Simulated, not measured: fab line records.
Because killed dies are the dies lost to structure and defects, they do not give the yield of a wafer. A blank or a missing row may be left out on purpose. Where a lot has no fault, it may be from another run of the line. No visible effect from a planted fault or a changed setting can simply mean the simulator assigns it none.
A struck lot beside a sound one	flow nand harc	15 out of 1302 route steps
Sound: wafers L627.3, L627.4, L627.6. Struck: wafers L623.1, L623.4, L623.5. Last of all comes the cause.
At each step with rows: each side's tool, then ch and its chambers, then its first start. Under that, the readings that differ: sound wafers	struck wafers	difference of the means	sigmas: that difference in standard deviations of wafers without a fault.
alike: readings whose means differ by less than 2 such deviations, and words and numbers that are the same on both sides. not compared: withheld readings, readings that some wafer has no value for, bounds like >300 that may hide the same value, and numbers for which the record gives no deviation and whose values overlap.
A row with sigmas, a row that says differs or no value, or rows on one side alone: a step with any of these is where the two part. When numbers do not overlap yet have no deviation, they are printed without sigmas and do not part them. Lack of a reading on every wafer of one side parts them only where that side has two or more wafers.

first, 9 steps without rows for these wafers: NHARC_P_ZERO_WELL_STRIP_28 (strips in SPM, time 840 s); NHARC_P_ZERO_WELL_DEHYDRATE_29 (time 120 s); NHARC_P_ZERO_WELL_HMDS_30 (time 30 s); NHARC_P_ZERO_WELL_COAT_31; NHARC_P_ZERO_WELL_SOFTBAKE_32 (time 95 s); NHARC_P_ZERO_WELL_EBR_33; NHARC_P_ZERO_WELL_EXPOSE_34 (exposes mask P PWELL, target cd 720 nm); NHARC_P_ZERO_WELL_PEB_35 (peb time 85 s); NHARC_P_ZERO_WELL_DEVELOP_36 (time 70 s).
NHARC_P_ZERO_WELL_CD_MEAS_37: target cd 720 nm.
  sound on cd sem-01 ch 0, day 5 08:15; struck on cd sem-03 ch 0, day 3 15:58
  alike: cd nm
then, 1 step without rows for these wafers: NHARC_P_ZERO_WELL_HARDBAKE_38 (time 80 s).
NHARC_P_ZERO_WELL_DESCUM_39: chemistry O2, time 3 s.
  sound on rie diel-09 ch 0,1, day 5 08:30; struck on rie diel-09 ch 0,1,2, day 3 16:07
  alike: chamber pressure mTorr, drypump motor current A, oes product au, rf vpp V, showerhead plenum p Torr, throttle valve pct
  not compared: rf hours counter h
NHARC_P_ZERO_WELL_IMPLANT_40:
  struck on implanter-01, day 3 16:16; sound on implanter-01 ch 0, day 5 08:43
  no value came back on the struck wafers for beam energy keV, beam on s (s); on the sound wafers beam energy keV reads 299.92 300.08 299.97
after that, 1 step had no rows for these wafers: NHARC_P_ZERO_WELL_IMPLANT_59.
-- jump in the record: it breaks off in module P_ZERO_WELL and resumes in module END (first step shown: number 1302 of the route), and 22 days separate the struck wafers' starts before and after --
NHARC_END_SORT_01:
  sound on prober-02 ch 0, day 27 20:25; struck on prober-02 ch 0, day 25 15:09
reading	sound	struck	difference	sigmas
killed at periphery	4 7 3	591 565 587	+576	+99 or more
killed dies	103 84 91	677 677 677	+584	+22
  alike: killed at array, killed at other, killed open, killed short

== WHERE THEY PART ==
At NHARC_P_ZERO_WELL_IMPLANT_40 first; at NHARC_END_SORT_01 last (within this record only).

WHY: what the simulator had put in
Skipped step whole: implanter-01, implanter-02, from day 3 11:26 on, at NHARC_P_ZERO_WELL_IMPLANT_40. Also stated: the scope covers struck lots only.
